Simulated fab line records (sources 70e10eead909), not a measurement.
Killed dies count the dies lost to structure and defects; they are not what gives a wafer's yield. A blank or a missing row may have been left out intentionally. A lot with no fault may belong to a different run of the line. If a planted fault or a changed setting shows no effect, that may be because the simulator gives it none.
fab line records | flow nand-harc | part 1 of 2: steps 1 to 28 of 40
record: lots: 5 wafers: 15 last-day: 30
route steps=1302 shown P_GATE@187 P_CONTACT@217
lots with no fault: from the same line, run without faults
start-h: the number of hours between the record's first day and the start of the first shown wafer of the lot | wait-h: hours since the lot's step before | " as in the row above | L1.1+2: a row that stands for several wafers | - value missing, or start not given | * or withheld: withheld | < > ~ a bound
route shown NAME@n: NAME is a module with steps in the file, n the number in the route of the first one | usual: mean and standard deviation over wafers with no fault | same: alike in all rows | chamber/n: place in a boat | sites: the reading at each site | _std_site: the values' standard deviation | _edge_site: mean of outer sites minus mean of inner sites | radius-mm: how far each site lies from the wafer's centre | mask NAME#n: copy n | behind: the tool/chamber that last shaped the wafer | hold: cause of the lot's hold/its duration in hours/its outcome | device: whichever transistor did not switch (one of n, p or np) | end of line: the same wafers' tests at the end of the route | where a step has no rows: the recipe by itself | killed: count of dies lost to structure and defects at first sort (not the wafer's yield) | map: per-die view of a wafer (x killed, . not killed, _ where there is no die)
set.NAME: setting as actually run; set.NAME@STEP: the setting as run at that earlier step | model.NAME: the simulator's own value behind a step, which no gauge read
lots at selected steps of the route; one table per step, one row per wafer
services: from which hour (start-h, from the record's first day; less than 0 if before it) a tool's chamber was out of use, for how many hours, and why
== steps ==
step: NHARC_P_GATE_DESCUM_61
recipe: time-s: 3 o2-flow-sccm: 200 ar-flow-sccm: 0 bias-power-w: 0 chemistry: O2
usual: drypump-motor-current-A: 5.5/0.4 oes-product-au: 0.998/0.011 rf-vpp-V: 57.6/0.94 showerhead-plenum-p-Torr: 1.89/0.079 throttle-valve-pct: 11.311/0.0093
columns lot.wafer tool chamber start-h wait-h drypump-motor-current-A oes-product-au rf-hours-counter-h rf-vpp-V showerhead-plenum-p-Torr throttle-valve-pct
L077.3 rie-diel-12 1 148.63 - 5.2 0.971 2.3 56.3 1.83 11.316
L077.2 " 2 " " 5.2 1.022 2.6 57.4 1.92 11.299
L077.1 " 3 " " 6.1 1.002 2.7 56.6 1.98 11.301
L081.3 rie-diel-08 3 179.60 - 6.0 1.006 8.6 56.9 1.94 11.311
L081.2 " 2 " " 5.4 0.991 9.2 54.7 1.79 11.320
L081.5 " 0 " " 5.9 0.999 - 57.7 1.81 11.316
L087.4 rie-diel-12 1 236.64 - 5.2 0.982 5.6 57.7 1.82 11.327
L087.2 " 2 " " 5.2 1.015 6.8 58.1 1.92 11.308
L087.3 " 0 " " 5.7 1.013 6.3 55.8 1.85 11.314
L088.2 rie-diel-08 1 257.23 - 4.9 0.997 4.2 57.6 1.83 11.300
L088.4 " 2 " " 5.4 1.007 3.8 56.0 1.78 11.319
L088.5 " 1 " " 4.9 0.990 - 58.8 1.83 11.309
L089.1 rie-diel-08 0 258.00 - 5.9 0.999 3.5 56.2 1.81 11.309
L089.4 " 1 " " 4.9 0.994 4.2 59.2 1.83 11.305
L089.6 " 1 " " 4.9 0.986 - 56.6 1.83 11.310
step: NHARC_P_GATE_IMPLANT_62
recipe: energy-kev: 20 dose-cm2: 3e+15 tilt-deg: 7
columns lot.wafer tool chamber start-h wait-h
L077.1+2+3 implanter-01 0 148.77 0.1
L081.2+3+5 implanter-01 0 179.78 0.1
L087.2+3+4 implanter-01 0 236.82 0.2
L088.2+4+5 implanter-01 0 257.40 0.2
L089.1+4+6 implanter-02 0 258.15 0.1
step: NHARC_P_GATE_STRIP_112
recipe: power-w: 1500 temp-c: 110 time-s: 200 chemistry: N2/H2
usual: drypump-motor-current-A: 5.50/0.19 heater-power-w: 92/10
columns lot.wafer tool chamber start-h wait-h drypump-motor-current-A heater-power-w rf-hours-counter-h
L077.2 plasma-asher-02 1 149.00 0.2 5.28 101 14
L077.1 " 0 " " 5.39 94 14
L077.3 " 0 " " 5.43 94 -
L081.2 plasma-asher-02 0 180.01 0.2 5.40 94 22
L081.3 " 1 " " 5.28 100 -
L081.5 " 0 " " 5.42 94 -
L087.2 plasma-asher-02 1 237.05 0.2 5.31 102 33
L087.4 " 0 " " 5.42 97 -
L087.3 " 1 " " 5.29 101 -
L088.2 plasma-asher-01 1 257.63 0.2 5.77 74 17
L088.4 " 1 " " 5.80 75 -
L088.5 " 1 " " 5.79 75 -
L089.1 plasma-asher-02 0 258.42 0.2 5.45 97 0
L089.4 " 1 " " 5.29 104 -
L089.6 " 1 " " 5.31 103 -
step: NHARC_P_GATE_STRIP_76
recipe: power-w: 1500 temp-c: 250 chemistry: O2
usual: drypump-motor-current-A: 5.50/0.2 heater-power-w: 343/39
columns lot.wafer tool chamber start-h wait-h drypump-motor-current-A heater-power-w rf-hours-counter-h
L077.2 plasma-asher-02 1 149.25 0.2 5.26 377 14
L077.1 " 0 " " 5.43 358 14
L077.3 " 0 " " 5.42 351 -
L081.2 plasma-asher-02 0 180.27 0.2 5.37 356 22
L081.3 " 1 " " 5.28 385 -
L081.5 " 0 " " 5.40 353 -
L087.2 plasma-asher-02 1 237.28 0.2 5.31 377 33
L087.4 " 0 " " 5.41 353 -
L087.3 " 1 " " 5.25 376 -
L088.2 plasma-asher-01 1 257.86 0.2 5.78 280 17
L088.4 " 1 " " 5.78 272 -
L088.5 " 1 " " 5.78 278 -
L089.1 plasma-asher-02 0 258.65 0.2 5.40 372 0
L089.4 " 1 " " 5.27 393 -
L089.6 " 1 " " 5.27 393 -
step: NHARC_P_GATE_STRIP_63
recipe: time-s: 900 temp-c: 130 chemistry: SPM
columns lot.wafer tool chamber start-h wait-h
L077.1+3+2 wet-bench-07 0,1,3 149.41 0.1
L081.5+3+2 wet-bench-07 7,0,3 180.41 0.1
L087.3+4+2 wet-bench-01 6,7,0 237.41 0.1
L088.2+5+4 wet-bench-05 7,0,1 258.02 0.1
L089.1+4+6 wet-bench-01 5,7,0 258.79 0.1
step: NHARC_P_GATE_DEHYDRATE_83
recipe: temp-c: 150 time-s: 120
usual: exhaust-pa: 45.0/0.9
columns lot.wafer tool chamber start-h wait-h exhaust-pa
L077.1 litho-track-07 0 149.75 - 44.2
L077.2 " 0 " " 45.8
L077.3 " 0 " " 44.3
L081.2 litho-track-03 0 180.77 - 44.9
L081.3 " 0 " " 45.3
L081.5 " 0 " " 44.6
L087.2 litho-track-05 0 237.76 - 46.0
L087.3 " 0 " " 43.8
L087.4 " 0 " " 45.9
L088.2 litho-track-07 0 258.35 - 45.7
L088.4 " 0 " " 47.4
L088.5 " 0 " " 46.3
L089.1 litho-track-07 0 259.13 - 44.9
L089.4 " 0 " " 45.1
L089.6 " 0 " " 46.2
step: NHARC_P_GATE_HMDS_84
recipe: time-s: 30
usual: exhaust-pa: 45.0/0.88
columns lot.wafer tool chamber start-h wait-h exhaust-pa
L077.1 litho-track-07 0 - - 43.2
L077.2 " 0 " " 44.3
L077.3 " 0 " " 45.2
L081.2 litho-track-03 0 - - 45.2
L081.3 " 0 " " 45.9
L081.5 " 0 " " 46.8
L087.2 litho-track-05 0 - - 44.9
L087.3 " 0 " " 44.6
L087.4 " 0 " " 45.1
L088.2 litho-track-07 0 - - 44.4
L088.4 " 0 " " 46.5
L088.5 " 0 " " 44.6
L089.1 litho-track-07 0 - - 46.4
L089.4 " 0 " " 45.5
L089.6 " 0 " " 46.2
step: NHARC_P_GATE_COAT_85
recipe: spin-rpm: 3000
usual: exhaust-pa: 45.1/0.89
columns lot.wafer tool chamber start-h wait-h exhaust-pa
L077.1 litho-track-07 0 - - 43.3
L077.2 " 0 " " 44.6
L077.3 " 0 " " 44.1
L081.2 litho-track-03 0 - - 46.3
L081.3 " 0 " " 46.0
L081.5 " 0 " " 46.1
L087.2 litho-track-05 0 - - 44.9
L087.3 " 0 " " 44.4
L087.4 " 0 " " 45.3
L088.2 litho-track-07 0 - - 44.4
L088.4 " 0 " " 44.5
L088.5 " 0 " " 45.8
L089.1 litho-track-07 0 - - 44.9
L089.4 " 0 " " 44.3
L089.6 " 0 " " 45.1
step: NHARC_P_GATE_SOFTBAKE_86
recipe: temp-c: 122 time-s: 95
usual: exhaust-pa: 45.0/0.88
columns lot.wafer tool chamber start-h wait-h exhaust-pa
L077.1 litho-track-07 0 - - 43.5
L077.2 " 0 " " 45.6
L077.3 " 0 " " 44.3
L081.2 litho-track-03 0 - - 44.1
L081.3 " 0 " " 44.7
L081.5 " 0 " " 44.9
L087.2 litho-track-05 0 - - 45.6
L087.3 " 0 " " 44.9
L087.4 " 0 " " 44.8
L088.2 litho-track-07 0 - - 44.6
L088.4 " 0 " " 45.4
L088.5 " 0 " " 45.4
L089.1 litho-track-07 0 - - 44.5
L089.4 " 0 " " 44.2
L089.6 " 0 " " 44.2
step: NHARC_P_GATE_EBR_87
usual: exhaust-pa: 45.0/0.9
columns lot.wafer tool chamber start-h wait-h exhaust-pa
L077.1 litho-track-07 0 - - 45.2
L077.2 " 0 " " 43.7
L077.3 " 0 " " 43.9
L081.2 litho-track-03 0 - - 44.7
L081.3 " 0 " " 44.7
L081.5 " 0 " " 44.8
L087.2 litho-track-05 0 - - 44.2
L087.3 " 0 " " 44.1
L087.4 " 0 " " 45.3
L088.2 litho-track-07 0 - - 45.5
L088.4 " 0 " " 45.7
L088.5 " 0 " " 44.4
L089.1 litho-track-07 0 - - 44.1
L089.4 " 0 " " 45.6
L089.6 " 0 " " 45.7
step: NHARC_P_GATE_EXPOSE_88
recipe: na: 0.6 target-cd-nm: 2000 dose-mj: 11.87 mask-id: P_HVN
columns lot.wafer tool chamber start-h wait-h mask
L077.1+2+3 krf-scanner-03 0 150.01 - P_HVN#0
L081.2+3+5 krf-scanner-02 0 181.04 - P_HVN#0
L087.2+3+4 krf-scanner-01 0 238.04 - P_HVN#0
L088.2+4+5 krf-scanner-01 0 258.63 - P_HVN#0
L089.1+4+6 krf-scanner-02 0 259.40 - P_HVN#0
step: NHARC_P_GATE_PEB_89
recipe: peb-temp-c: 118 peb-time-s: 85
usual: exhaust-pa: 44.8/0.87
columns lot.wafer tool chamber start-h wait-h exhaust-pa
L077.1 litho-track-05 0 150.08 0.1 45.2
L077.2 " 0 " " 45.9
L077.3 " 0 " " 44.8
L081.2 litho-track-03 0 181.11 0.1 44.8
L081.3 " 0 " " 43.7
L081.5 " 0 " " 44.5
L087.2 litho-track-03 0 238.10 0.1 42.0
L087.3 " 0 " " 44.0
L087.4 " 0 " " 44.7
L088.2 litho-track-05 0 258.69 0.1 44.7
L088.4 " 0 " " 45.4
L088.5 " 0 " " 43.4
L089.1 litho-track-05 0 259.47 0.1 43.7
L089.4 " 0 " " 44.3
L089.6 " 0 " " 44.6
step: NHARC_P_GATE_DEVELOP_90
recipe: time-s: 70
usual: exhaust-pa: 44.9/0.78
columns lot.wafer tool chamber start-h wait-h exhaust-pa
L077.1 litho-track-05 0 - - 43.4
L077.2 " 0 " " 44.7
L077.3 " 0 " " 44.8
L081.2 litho-track-03 0 - - 44.8
L081.3 " 0 " " 46.2
L081.5 " 0 " " 44.6
L087.2 litho-track-03 0 - - 45.9
L087.3 " 0 " " 44.7
L087.4 " 0 " " 44.6
L088.2 litho-track-05 0 - - 44.9
L088.4 " 0 " " 45.9
L088.5 " 0 " " 44.2
L089.1 litho-track-05 0 - - 44.0
L089.4 " 0 " " 45.0
L089.6 " 0 " " 45.5
step: NHARC_P_GATE_CD_MEAS_91
recipe: target-cd-nm: 2000 landing-energy-ev: 500
usual: cd-nm: 1999.4/2.2
columns lot.wafer tool chamber start-h wait-h cd-nm
L077.1 cd-sem-01 0 150.17 - 1996.6
L077.2 " 0 " " 2000.0
L077.3 " 0 " " 1996.5
L081.2 cd-sem-02 0 181.20 - 1998.0
L081.3 " 0 " " 1994.8
L081.5 " 0 " " 2000.6
L087.2 cd-sem-02 0 238.19 - 2001.7
L087.3 " 0 " " 1999.2
L087.4 " 0 " " 1999.6
L088.2 cd-sem-02 0 258.78 - 1997.5
L088.4 " 0 " " 1996.7
L088.5 " 0 " " 1998.1
L089.1 cd-sem-02 0 259.56 - 2000.7
L089.4 " 0 " " 2000.5
L089.6 " 0 " " 1998.3
step: NHARC_P_GATE_HARDBAKE_92
recipe: temp-c: 125 time-s: 80
usual: exhaust-pa: 44.9/0.99
columns lot.wafer tool chamber start-h wait-h exhaust-pa
L077.1 litho-track-05 0 150.25 - 43.9
L077.2 " 0 " " 45.4
L077.3 " 0 " " 44.6
L081.2 litho-track-03 0 181.28 - 44.4
L081.3 " 0 " " 44.2
L081.5 " 0 " " 43.5
L087.2 litho-track-05 0 238.27 - 44.5
L087.3 " 0 " " 45.5
L087.4 " 0 " " 45.4
L088.2 litho-track-03 0 258.86 - 45.1
L088.4 " 0 " " 45.5
L088.5 " 0 " " 45.8
L089.1 litho-track-03 0 259.64 - 44.2
L089.4 " 0 " " 47.2
L089.6 " 0 " " 45.8
step: NHARC_P_GATE_DESCUM_93
recipe: time-s: 3 o2-flow-sccm: 200 ar-flow-sccm: 0 bias-power-w: 0 chemistry: O2
usual: drypump-motor-current-A: 5.5/0.4 oes-product-au: 0.999/0.011 rf-vpp-V: 57.7/0.89 showerhead-plenum-p-Torr: 1.91/0.077 throttle-valve-pct: 11.311/0.0092
columns lot.wafer tool chamber start-h wait-h drypump-motor-current-A oes-product-au rf-hours-counter-h rf-vpp-V showerhead-plenum-p-Torr throttle-valve-pct
L077.3 rie-diel-08 1 150.34 - 4.9 1.002 6.6 58.1 1.83 11.306
L077.2 " 2 " " 5.4 0.999 7.8 58.5 1.79 11.306
L077.1 " 3 " " 6.0 0.998 6.9 57.8 1.94 11.317
L081.3 rie-diel-02 3 181.36 - 5.3 0.998 7.3 57.4 2.00 11.315
L081.2 " 1 " " 5.7 0.999 7.6 58.3 1.94 11.314
L081.5 " 3 " " 5.3 1.004 - 58.1 2.00 11.308
L087.2 rie-diel-12 3 238.35 - 6.0 1.006 6.9 58.1 1.97 11.301
L087.3 " 0 " " 5.7 1.013 6.3 56.7 1.85 11.311
L087.4 " 2 " " 5.2 1.021 6.8 57.3 1.92 11.327
L088.4 rie-diel-12 0 258.95 - 5.7 0.995 7.6 58.2 1.85 11.323
L088.2 " 1 " " 5.2 0.991 6.5 56.3 1.82 11.306
L088.5 " 3 " " 6.1 1.008 - 56.2 1.97 11.300
L089.1 rie-diel-02 2 259.73 - 4.9 0.987 0.8 58.4 2.00 11.320
L089.4 " 0 " " 5.2 1.018 0.8 58.0 2.00 11.309
L089.6 " 1 " " 5.7 0.979 - 59.3 1.94 11.319
step: NHARC_P_GATE_IMPLANT_94
recipe: energy-kev: 60 dose-cm2: 2e+15 tilt-deg: 7
columns lot.wafer tool chamber start-h wait-h
L077.1+2+3 implanter-01 0 150.48 0.1
L081.2+3+5 implanter-01 0 181.54 0.1
L087.2+3+4 implanter-01 0 238.52 0.2
L088.2+4+5 implanter-02 0 259.11 0.1
L089.1+4+6 implanter-01 0 259.86 0.1
step: NHARC_P_GATE_STRIP_113
recipe: power-w: 1500 temp-c: 110 time-s: 740 chemistry: N2/H2
usual: drypump-motor-current-A: 5.54/0.2 heater-power-w: 90/11
columns lot.wafer tool chamber start-h wait-h drypump-motor-current-A heater-power-w rf-hours-counter-h
L077.1 plasma-asher-02 0 150.70 0.2 5.42 96 14
L077.2 " 1 " " 5.30 103 14
L077.3 " 1 " " 5.29 101 -
L081.2 plasma-asher-01 0 181.85 0.3 5.68 89 0
L081.3 " 1 " " 5.76 75 -
L081.5 " 1 " " 5.74 73 -
L087.2 plasma-asher-02 0 238.71 0.2 5.40 94 34
L087.3 " 0 " " 5.40 95 -
L087.4 " 1 " " 5.33 102 -
L088.2 plasma-asher-02 1 259.30 0.2 5.29 105 0
L088.4 " 0 " " 5.44 97 -
L088.5 " 0 " " 5.42 98 -
L089.1 plasma-asher-02 1 260.09 0.2 5.26 105 1
L089.4 " 1 " " 5.27 107 -
L089.6 " 0 " " 5.40 97 -
step: NHARC_P_GATE_STRIP_95
recipe: power-w: 1500 temp-c: 250 chemistry: O2
usual: drypump-motor-current-A: 5.53/0.2 heater-power-w: 339/40
columns lot.wafer tool chamber start-h wait-h drypump-motor-current-A heater-power-w rf-hours-counter-h
L077.1 plasma-asher-02 0 151.40 0.6 5.41 349 15
L077.2 " 1 " " 5.26 376 15
L077.3 " 1 " " 5.27 378 -
L081.2 plasma-asher-01 0 182.46 0.5 5.69 332 1
L081.3 " 1 " " 5.78 280 -
L081.5 " 1 " " 5.77 282 -
L087.2 plasma-asher-02 0 239.43 0.6 5.41 352 34
L087.3 " 0 " " 5.42 359 -
L087.4 " 1 " " 5.26 373 -
L088.2 plasma-asher-02 1 260.03 0.6 5.26 403 1
L088.4 " 0 " " 5.41 376 -
L088.5 " 0 " " 5.39 368 -
L089.1 plasma-asher-02 1 260.81 0.6 5.32 397 2
L089.4 " 1 " " 5.24 387 -
L089.6 " 0 " " 5.40 369 -
step: NHARC_P_GATE_STRIP_96
recipe: time-s: 900 temp-c: 130 chemistry: SPM
columns lot.wafer tool chamber start-h wait-h
L077.1+2+3 wet-bench-01 5,6,7 151.63 0.2
L081.2+5+3 wet-bench-01 4,6,7 182.68 0.2
L087.3+4+2 wet-bench-07 1,2,3 239.66 0.2
L088.4+2+5 wet-bench-07 7,1,2 260.26 0.2
L089.6+4+1 wet-bench-07 4,5,6 261.05 0.2
step: NHARC_P_GATE_RTA_64
recipe: temp-c: 1050 time-s: 1
usual: lamp-power-pct: 30.37/0.2 wafer_temp_C_max: 1054.8/0.99
columns lot.wafer tool chamber start-h wait-h lamp-power-pct wafer_temp_C_max
L077.1 rtp-anneal-01 0 151.96 - 30.55 1054.4
L077.2 " 0 " " 30.50 1056.1
L077.3 " 0 " " 30.54 1054.6
L081.2 rtp-anneal-02 0 183.05 - 30.04 1054.3
L081.3 " 0 " " 30.16 1054.6
L081.5 " 0 " " 30.10 1054.2
L087.2 rtp-anneal-01 0 240.02 - 30.51 1053.7
L087.3 " 0 " " 30.48 1053.9
L087.4 " 0 " " 30.51 1055.8
L088.2 rtp-anneal-01 0 260.62 - 30.53 1054.4
L088.4 " 0 " " 30.54 1053.3
L088.5 " 0 " " 30.54 1053.2
L089.1 rtp-anneal-01 0 261.38 - 30.48 1055.3
L089.4 " 0 " " 30.52 1053.8
L089.6 " 0 " " 30.52 1054.4
step: NHARC_P_GATE_ETCH_77
recipe: target-depth-a: 60 chemistry: dHF material: SiO2
columns lot.wafer tool chamber start-h wait-h
L077.2+3+1 wet-bench-05 2,5,6 152.17 0.1
L081.5+3+2 wet-bench-07 4,5,6 183.23 0.1
L087.4+2+3 wet-bench-05 0,1,3 240.19 0.1
L088.4+5+2 wet-bench-01 2,3,5 260.80 0.1
L089.4+6+1 wet-bench-01 1,3,6 261.58 0.1
step: NHARC_P_GATE_DEGAS_109
recipe: temp-c: 300 time-s: 60
usual: heater-power-w: 446/30
columns lot.wafer tool chamber start-h wait-h heater-power-w
L077.1 pvd-sputter-03 - 152.27 0.1 478
L077.2 " - " " 456
L077.3 " - " " 443
L081.2 pvd-sputter-03 - 183.33 0.1 491
L081.3 " - " " 428
L081.5 " - " " 441
L087.3 pvd-sputter-02 - 240.72 0.5 449
L087.4 " - " " 425
L087.2 " - " " 431
L088.2 pvd-sputter-02 - 260.90 0.1 449
L088.4 " - " " 418
L088.5 " - " " 428
L089.1 pvd-sputter-02 - 261.70 0.1 431
L089.4 " - " " 439
L089.6 " - " " 424
step: NHARC_P_GATE_PRE_CLEAN_110
recipe: time-s: 30 bias-v: 200 gas: Ar
columns lot.wafer tool chamber start-h wait-h
L077.1+2+3 pvd-sputter-03 - - -
L081.2+3+5 pvd-sputter-03 - - -
L087.3+4+2 pvd-sputter-02 - - -
L088.4+2+5 pvd-sputter-02 - - -
L089.1+4+6 pvd-sputter-02 - - -
step: NHARC_P_GATE_SPUTTER_78
recipe: target-thk-a: 100 material: Ni
columns lot.wafer tool chamber start-h wait-h
L077.2+1+3 pvd-sputter-03 - - -
L081.3+2+5 pvd-sputter-03 - - -
L087.3+2+4 pvd-sputter-02 - - -
L088.2+4+5 pvd-sputter-02 - - -
L089.1+4+6 pvd-sputter-02 - - -
step: NHARC_P_GATE_SPUTTER_79
recipe: target-thk-a: 100 material: TiN
columns lot.wafer tool chamber start-h wait-h
L077.3+2+1 pvd-sputter-03 - - -
L081.3+2+5 pvd-sputter-03 - - -
L087.3+2+4 pvd-sputter-02 - - -
L088.2+4+5 pvd-sputter-02 - - -
L089.4+1+6 pvd-sputter-02 - - -
step: NHARC_P_GATE_RTA_80
recipe: temp-c: 300 time-s: 30
usual: wafer_temp_C_max: 301.3/0.3
columns lot.wafer tool chamber start-h wait-h wafer_temp_C_max
L077.1 rtp-anneal-02 0 152.57 - 301.5
L077.2 " 0 " " 301.0
L077.3 " 0 " " 301.0
L081.2 rtp-anneal-01 0 183.66 - 300.9
L081.3 " 0 " " 301.4
L081.5 " 0 " " 301.3
L087.2 rtp-anneal-02 0 241.86 - 301.2
L087.3 " 0 " " 301.6
L087.4 " 0 " " 301.1
L088.2 rtp-anneal-01 0 261.22 - 301.5
L088.4 " 0 " " 302.1
L088.5 " 0 " " 301.1
L089.1 rtp-anneal-01 0 261.98 - 301.5
L089.4 " 0 " " 301.4
L089.6 " 0 " " 301.4
step: NHARC_P_GATE_STRIP_67
recipe: time-s: 600 temp-c: 130 chemistry: SPM
columns lot.wafer tool chamber start-h wait-h
L077.2+1+3 wet-bench-05 0,1,2 152.77 0.1
L081.2+5+3 wet-bench-01 2,6,7 183.83 0.1
L087.2+4+3 wet-bench-07 3,5,6 242.03 0.1
L088.5+2+4 wet-bench-07 4,5,6 261.40 0.1
L089.4+6+1 wet-bench-07 7,0,3 262.18 0.1
